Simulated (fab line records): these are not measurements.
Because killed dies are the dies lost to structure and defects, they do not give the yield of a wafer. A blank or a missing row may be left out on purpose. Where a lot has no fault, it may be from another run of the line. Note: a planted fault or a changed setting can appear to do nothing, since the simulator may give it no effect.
fab line records | flow n5_finfet
record: lots: 9 wafers: 27 last_day: 18
route steps=1938 shown DUMMY_GATE@231 SD_EPI_N@271 SD_EPI_P@308 BEOL_M4@1111
lots that met no fault: from a run of the same line without faults
start_h: the number of hours between the record's first day and the start of the first shown wafer of the lot | wait_h: hours elapsed since this lot's preceding step | " the same as in the row above | L1.1+2: a single row standing in for several wafers | - no value, or no start was given | * or withheld: withheld | < > ~ a bound
route shown NAME@n: NAME is a module with steps in the file, n the number in the route of the first one | usual: the fault-free wafers' mean and standard deviation | same: alike in all rows | chamber/n: place in a boat | sites: per-site readings | _std_site: their standard deviation | _edge_site: inner sites' mean taken away from outer sites' mean | radius_mm: for every site, how far away it sits from the centre of the wafer | mask NAME#n: copy n | behind: the tool/chamber that last shaped the wafer | hold: why the lot was held/for how many hours/how that ended | device: transistor that didn't switch, given as n, p or np | end of line: at the end of the route, the tests of the same wafers | for a step that has no rows: nothing shown but its recipe | killed: count of dies lost to structure and defects at first sort (not the wafer's yield) | map: shows each die of a wafer: x if killed, . if not, _ if none is there
set.NAME: the run value of the setting; set.NAME@STEP: its run value at that earlier step | model.NAME: the simulator's own value behind a step, which no gauge read
a sample of lots followed through the steps of the route, with each step as a table and each wafer as a row
services: from which hour (start_h, from the record's first day; less than 0 if before it) a tool's chamber was out of use, for how many hours, and why
== steps ==
step: N5_DUMMY_GATE_CD_MEAS_15
recipe: target_cd_nm: 25.8 landing_energy_ev: 500 detector: se_inlens
usual: cd_nm: 25.02/0.22
columns lot.wafer tool chamber start_h wait_h cd_nm
L133.1 cd_sem-02 0 54.79 - 24.65
L133.3 " 0 " " 25.35
L133.6 " 0 " " 25.19
L137.1 cd_sem-03 0 75.62 - 24.82
L137.4 " 0 " " 24.95
L137.6 " 0 " " 25.14
L142.2 cd_sem-02 0 112.04 - 25.19
L142.4 " 0 " " 25.23
L142.5 " 0 " " 25.23
L143.2 cd_sem-02 0 118.33 - 25.05
L143.4 " 0 " " 25.41
L143.6 " 0 " " 25.25
L145.1 cd_sem-03 0 126.45 - 24.93
L145.2 " 0 " " 25.11
L145.6 " 0 " " 24.80
L148.3 cd_sem-03 0 140.68 - 24.91
L148.4 " 0 " " 24.84
L148.5 " 0 " " 24.62
L151.1 cd_sem-01 0 165.58 - 24.86
L151.4 " 0 " " 24.96
L151.6 " 0 " " 24.81
L153.2 cd_sem-01 0 176.77 - 25.09
L153.3 " 0 " " 24.78
L153.4 " 0 " " 24.62
L155.2 cd_sem-03 0 186.52 - 25.01
L155.3 " 0 " " 25.46
L155.4 " 0 " " 25.16
step: N5_SD_EPI_N_OVL_MEAS_10
recipe: points_per_wafer: 44
usual: SD_N_BLK_OVL: 0.3/0.69
same: points_per_wafer: 44
columns lot.wafer tool chamber start_h wait_h SD_N_BLK_OVL[nm]
L133.1 overlay-01 0 57.18 0.0 0.1
L133.3 " 0 " " -0.9
L133.6 " 0 " " 0.2
L137.1 overlay-01 0 78.69 0.0 -0.8
L137.4 " 0 " " 0.7
L137.6 " 0 " " 1.1
L142.2 overlay-02 0 114.98 0.0 0.9
L142.4 " 0 " " -0.1
L142.5 " 0 " " 0.2
L143.2 overlay-02 0 120.92 0.0 0.4
L143.4 " 0 " " 0.5
L143.6 " 0 " " 1.0
L145.1 overlay-02 0 130.37 0.0 1.3
L145.2 " 0 " " 1.4
L145.6 " 0 " " 1.7
L148.3 overlay-01 0 142.87 0.0 1.4
L148.4 " 0 " " 1.1
L148.5 " 0 " " 1.3
L151.1 overlay-02 0 167.92 0.0 0.5
L151.4 " 0 " " 1.0
L151.6 " 0 " " 0.4
L153.2 overlay-02 0 180.08 0.0 -0.1
L153.3 " 0 " " 0.5
L153.4 " 0 " " -0.2
L155.2 overlay-01 0 190.07 0.0 -0.1
L155.3 " 0 " " -1.0
L155.4 " 0 " " 0.3
step: N5_SD_EPI_N_EPI_21
recipe: material: Si:P dopant: P temp_c: 680 pressure_torr: 255 time_s: 690
usual: susceptor_temp_C: 680.08/0.28
columns lot.wafer tool chamber start_h wait_h susceptor_temp_C
L133.1 epi_rpcvd-02 0 58.91 0.1 680.18
L133.3 " 0 " " 680.19
L133.6 " 0 " " 680.09
L137.1 epi_rpcvd-03 0 80.43 0.1 680.34
L137.4 " 0 " " 679.69
L137.6 " 0 " " 679.84
L142.2 epi_rpcvd-02 0 116.99 0.4 680.20
L142.4 " 0 " " 680.49
L142.5 " 0 " " 679.95
L143.2 epi_rpcvd-02 0 122.94 0.4 680.31
L143.4 " 0 " " 680.50
L143.6 " 0 " " 679.97
L145.1 epi_rpcvd-03 0 132.21 0.1 679.86
L145.2 " 0 " " 680.01
L145.6 " 0 133.61 1.4 679.89
L148.3 epi_rpcvd-04 0 146.02 1.2 680.24
L148.4 " 0 " " 680.00
L148.5 " 0 " " 680.17
L151.1 epi_rpcvd-03 0 169.65 0.1 680.37
L151.4 " 0 " " 680.30
L151.6 " 0 " " 679.97
L153.2 epi_rpcvd-04 0 182.38 0.5 680.03
L153.3 " 0 " " 680.29
L153.4 " 0 " " 679.99
L155.2 epi_rpcvd-03 0 192.10 0.4 680.06
L155.3 " 0 " " 680.20
L155.4 " 0 " " 680.00
step: N5_SD_EPI_N_EPI_MEAS_23
recipe: mode: xrd
usual: thk_nm: 58.9/1.1
columns lot.wafer tool chamber start_h wait_h thk_nm
L133.1 film_metro-02 - 60.63 1.4 60.2
L133.3 " - " " 59.3
L133.6 " - " " 59.7
L137.1 film_metro-02 - 82.14 1.4 56.8
L137.4 " - " " 56.9
L137.6 " - " " 58.9
L142.2 film_metro-02 - 118.43 1.2 53.1
L142.4 " - " " 52.5
L142.5 " - " " 54.1
L143.2 film_metro-02 - 124.38 1.2 54.9
L143.4 " - " " 54.0
L143.6 " - " " 54.0
L145.1 film_metro-02 - 133.93 1.4 59.2
L145.2 " - " " 59.8
L145.6 " - " " 59.4
L148.3 film_metro-01 - 148.05 1.5 60.8
L148.4 " - " " 58.7
L148.5 " - " " 59.0
L151.1 film_metro-01 - 171.37 1.4 58.5
L151.4 " - " " 57.7
L151.6 " - " " 56.8
L153.2 film_metro-01 - 184.28 1.5 59.1
L153.3 " - " " 58.2
L153.4 " - " " 58.6
L155.2 film_metro-02 - 193.54 1.2 57.5
L155.3 " - " " 59.2
L155.4 " - " " 58.4
step: N5_SD_EPI_P_ETCH_37
recipe: chemistry: N2/H2 target: SOC overetch_a: 1080 mask_material: SiARC temp_c: 40 ion_energy_ev: 100 source_w: 3000 bias_w: 133 pressure_mtorr: 20 time_s: 486 n2_flow_sccm: 200 h2_flow_sccm: 200 ends: end_point
usual: drypump_motor_current_A: 5.9/0.62 oes_product_au: 0.67/0.068 rf_vpp_V: 240.6/1.5 showerhead_plenum_p_Torr: 2.53/0.1 throttle_valve_pct: 23.78/0.29
columns lot.wafer tool chamber start_h wait_h drypump_motor_current_A oes_product_au rf_hours_counter_h rf_vpp_V showerhead_plenum_p_Torr throttle_valve_pct
L133.1 rie_diel-03 2 61.64 0.0 5.5 0.67 154 240.8 2.53 24.18
L133.3 " 1 " " 6.1 0.68 113 241.6 2.67 23.70
L133.6 " 0 " " 5.2 0.68 - 240.2 2.44 23.50
L137.1 rie_diel-01 1 83.18 0.0 4.7 0.62 231 240.5 2.62 24.10
L137.4 " 3 " " 6.2 0.72 75 237.7 2.47 23.55
L137.6 " 3 " " 6.2 0.73 - 241.4 2.46 23.55
L142.2 rie_diel-04 1 119.57 0.0 5.4 0.62 240 241.9 2.60 23.85
L142.4 " 2 " " 6.1 0.63 213 241.0 2.51 23.96
L142.5 " 3 " " 6.8 0.63 - 238.3 2.42 23.33
L143.2 rie_diel-04 0 125.39 0.0 5.4 0.71 137 242.9 2.66 24.08
L143.4 " 0 " " 5.3 0.71 - 243.2 2.66 24.10
L143.6 " 1 " " 5.4 0.62 - 242.7 2.59 23.85
L145.1 rie_diel-01 2 135.56 0.0 6.6 0.62 235 240.6 2.50 24.19
L145.2 " 0 " " 5.9 0.87 6 243.7 2.71 23.39
L145.6 " 2 " " 6.6 0.62 - 240.7 2.50 24.21
L148.3 rie_diel-04 3 149.11 0.0 6.9 0.63 201 239.8 2.41 23.34
L148.4 " 1 " " 5.4 0.61 - 240.1 2.59 23.87
L148.5 " 3 " " 6.8 0.62 - 240.7 2.41 23.35
L151.1 rie_diel-03 2 172.52 0.0 5.5 0.65 182 240.0 2.52 24.20
L151.4 " 1 " " 6.1 0.66 142 243.1 2.65 23.74
L151.6 " 3 " " 6.5 0.83 - 242.8 2.70 23.42
L153.2 rie_diel-03 3 185.31 0.0 6.5 0.81 12 242.9 2.70 23.43
L153.3 " 0 " " 5.1 0.65 167 240.8 2.43 23.53
L153.4 " 2 " " 5.5 0.66 - 239.7 2.52 24.22
L155.2 rie_diel-01 3 194.62 0.1 6.2 0.69 113 240.9 2.45 23.59
L155.3 " 0 " " 5.8 0.82 - 242.4 2.70 23.43
L155.4 " 3 " " 6.2 0.70 - 239.1 2.45 23.61
step: N5_BEOL_M4_RC_MEAS_101
usual: DIBL_N: 35.9/1.4 DIBL_P: 35.9/1.7 IOFF_N: 0.155/0.023 IOFF_P: 0.201/0.029 ION_N: 672/8.8 ION_P: 460/7 SS_N: 71.6/0.48 SS_P: 73.1/0.64 VT_N: 250.0/3 VT_P: -251.6/3
columns lot.wafer tool chamber start_h wait_h DIBL_N[mV/V] DIBL_P[mV/V] IOFF_N[nA/um] IOFF_P[nA/um] ION_N[uA/um] ION_P[uA/um] SS_N[mV/dec] SS_P[mV/dec] VT_N[mV] VT_P[mV]
L133.1 prober-02 0 172.95 0.0 34.9 33.6 0.130 0.184 652 452 71.9 72.2 256.1 -249.7
L133.3 " 0 " " 34.1 33.5 0.120 0.181 660 455 71.0 72.6 254.3 -250.7
L133.6 " 0 " " 35.3 35.0 0.145 0.213 664 463 71.7 72.7 251.9 -250.3
L137.1 prober-01 0 191.89 0.0 32.8 34.9 0.126 0.168 663 453 71.3 73.3 254.2 -257.0
L137.4 " 0 " " 35.5 37.1 0.165 0.200 671 456 71.5 73.6 250.1 -254.1
L137.6 " 0 " " 35.6 37.1 0.161 0.208 668 459 72.1 73.6 251.3 -250.2
L142.2 prober-01 0 243.98 0.2 34.5 35.1 0.126 0.184 654 457 71.1 72.0 255.7 -250.0
L142.4 " 0 " " 37.0 37.8 0.169 0.221 685 474 71.7 73.6 249.0 -250.5
L142.5 " 0 " " 35.2 35.1 0.134 0.179 661 460 70.8 72.5 250.9 -252.3
L143.2 prober-01 0 248.54 0.2 33.6 36.2 0.151 0.208 674 467 71.8 72.9 248.0 -249.2
L143.4 " 0 " " 34.7 37.1 0.157 0.220 673 465 71.6 74.4 249.8 -249.0
L143.6 " 0 " " 33.2 35.7 0.140 0.197 665 463 71.6 73.1 250.3 -251.5
L145.1 prober-02 0 248.88 0.0 36.8 35.0 0.145 0.215 666 462 71.4 72.6 251.2 -248.6
L145.2 " 0 " " 36.6 35.1 0.154 0.227 675 469 71.7 73.5 250.8 -249.7
L145.6 " 0 " " 38.6 36.8 0.183 0.245 684 464 71.6 74.0 248.2 -249.9
L148.3 prober-01 0 269.49 0.3 38.6 36.4 0.165 0.210 677 464 71.7 73.7 249.1 -251.6
L148.4 " 0 " " 39.0 37.3 0.177 0.217 675 457 71.8 74.6 250.3 -251.7
L148.5 " 0 " " 37.4 35.3 0.144 0.196 675 458 71.4 73.4 247.9 -251.1
L151.1 prober-01 0 286.94 0.0 36.6 37.5 0.168 0.213 682 461 72.3 73.8 248.7 -250.7
L151.4 " 0 " " 36.3 37.9 0.170 0.217 676 460 72.0 74.1 248.1 -251.7
L151.6 " 0 " " 35.4 36.6 0.149 0.199 668 461 72.8 73.7 250.8 -250.6
L153.2 prober-01 0 304.38 0.2 35.4 36.7 0.188 0.220 688 469 71.3 73.3 243.8 -248.9
L153.3 " 0 " " 36.3 38.7 0.205 0.250 680 465 71.7 73.7 244.3 -249.2
L153.4 " 0 " " 37.0 39.4 0.231 0.267 676 462 72.3 74.4 243.5 -249.4
L155.2 prober-02 0 311.64 0.2 35.6 34.0 0.141 0.186 649 448 71.7 72.6 255.4 -253.7
L155.3 " 0 " " 34.9 34.2 0.131 0.198 668 462 71.1 73.4 250.9 -251.9
L155.4 " 0 " " 33.5 32.8 0.113 0.168 654 454 71.0 72.6 256.9 -252.6
== services ==
columns tool chamber start_h hours kind
rie_diel-01 - 40.54 1.4 repair
rie_diel-01 - 45.33 4.0 pm
epi_rpcvd-03 - 50.92 0.8 pm
rie_diel-04 0 78.56 1.2 repair
rie_diel-01 0 93.52 - clean
rie_diel-01 0 93.52 - consumable_replace:focus_ring
rie_diel-01 0 93.52 - consumable_replace:showerhead
rie_diel-01 0 93.52 22.0 scheduled_down
rie_diel-01 0 93.52 22.0 vent_cycle
epi_rpcvd-03 - 120.38 2.1 repair
rie_diel-03 3 122.82 - clean
rie_diel-03 3 122.82 - consumable_replace:focus_ring
rie_diel-03 3 122.82 - consumable_replace:showerhead
rie_diel-03 3 122.82 24.2 scheduled_down
rie_diel-03 3 122.82 24.2 vent_cycle
rie_diel-03 - 123.29 14.6 pm
rie_diel-04 2 124.85 24.6 repair
epi_rpcvd-03 - 126.18 1.8 repair
epi_rpcvd-04 - 132.15 2.8 pm
rie_diel-01 1 144.70 - clean
rie_diel-01 1 144.70 - consumable_replace:focus_ring
rie_diel-04 0 161.53 6.6 repair
rie_diel-03 1 175.27 12.3 repair
rie_diel-04 3 193.45 8.9 repair
== key ==
first_sign: step: N5_SD_EPI_N_EPI_MEAS_23 reading: thk_nm direction: down sigmas: 4.6 usual: * struck: *
effect none on later readings
met_at N5_SD_EPI_N_EPI_21
struck_lots L142,L143
not_acting_at N5_DUMMY_GATE_CD_MEAS_15,N5_SD_EPI_N_OVL_MEAS_10,N5_SD_EPI_P_ETCH_37
onset_between 58.91 116.99
fault: kind: site_profile_drift tool: epi_rpcvd-02 chamber: - onset_h: 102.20 steps: N5_SD_EPI_N_EPI_21 basis: fraction max_abs_drift: 0.16183 slope_share_per_hr: 80.917 site_pattern: 0,0,0,0,0,-1,-1,-1,-1
